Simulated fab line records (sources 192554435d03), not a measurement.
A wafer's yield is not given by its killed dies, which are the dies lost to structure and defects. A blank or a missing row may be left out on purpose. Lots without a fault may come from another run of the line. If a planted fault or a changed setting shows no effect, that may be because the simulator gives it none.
One fault through the eyes of 2 desks    flow n5 finfet    numbers are kept per desk, each desk with only its own; the story behind them comes last

TOOL OWNER'S DESK, ald metal-04
The tool's own readings at N5_HKMG_FIN_PWFM_ALD_03 (deposits TiN, target thk 2 nm, pulse time 1 s, purge time 3 s): means of the sampled wafers that have a number, for each lot that ran on this tool. Any lot whose mean is over 4 standard deviations away from the usual mean is out of limits and marked OUT; that distance is given in the brackets.
Columns: A = heater power w at N5_HKMG_FIN_PWFM_ALD_03, usual 897 W; B = precursor pulse height rel at N5_HKMG_FIN_PWFM_ALD_03, usual 1.001
lot   first seen here  A    B
L472  day 4 06:43      868  1.001
L479  day 6 01:29      882  1.011
L489  day 8 19:42      880  0.998
L491  day 9 08:36      830  1.026
This desk's finding: nothing out of limits on any of the 4 lots.

THE DEFECT DESK
For each lot, the counts of the inspections along the route, averaged over the sampled wafers that have a number. Any lot whose mean is over 4 standard deviations away from the usual mean is out of limits and marked OUT; that distance is given in the brackets.
Columns: A = raw defect count at N5_DUMMY_REMOVAL_INSPECT_06, usual 11
lot   first seen here  A
L472  day 4 02:29      18
L475  day 5 03:04      7
L476  day 5 06:58      9
L478  day 5 16:35      13
L479  day 5 21:24      16
L480  day 6 04:04      14
L481  day 6 10:49      16
L489  day 8 15:52      8
L491  day 9 04:47      8
L492  day 9 08:47      17
L493  day 9 15:13      8
L494  day 9 17:03      11
This desk's finding: nothing out of limits on any of the 12 lots.

BROUGHT TOGETHER
Nothing out of limits was seen by the tool owner's desk.
The defect desk saw nothing out of limits.

WHAT THE SIMULATOR PUT IN
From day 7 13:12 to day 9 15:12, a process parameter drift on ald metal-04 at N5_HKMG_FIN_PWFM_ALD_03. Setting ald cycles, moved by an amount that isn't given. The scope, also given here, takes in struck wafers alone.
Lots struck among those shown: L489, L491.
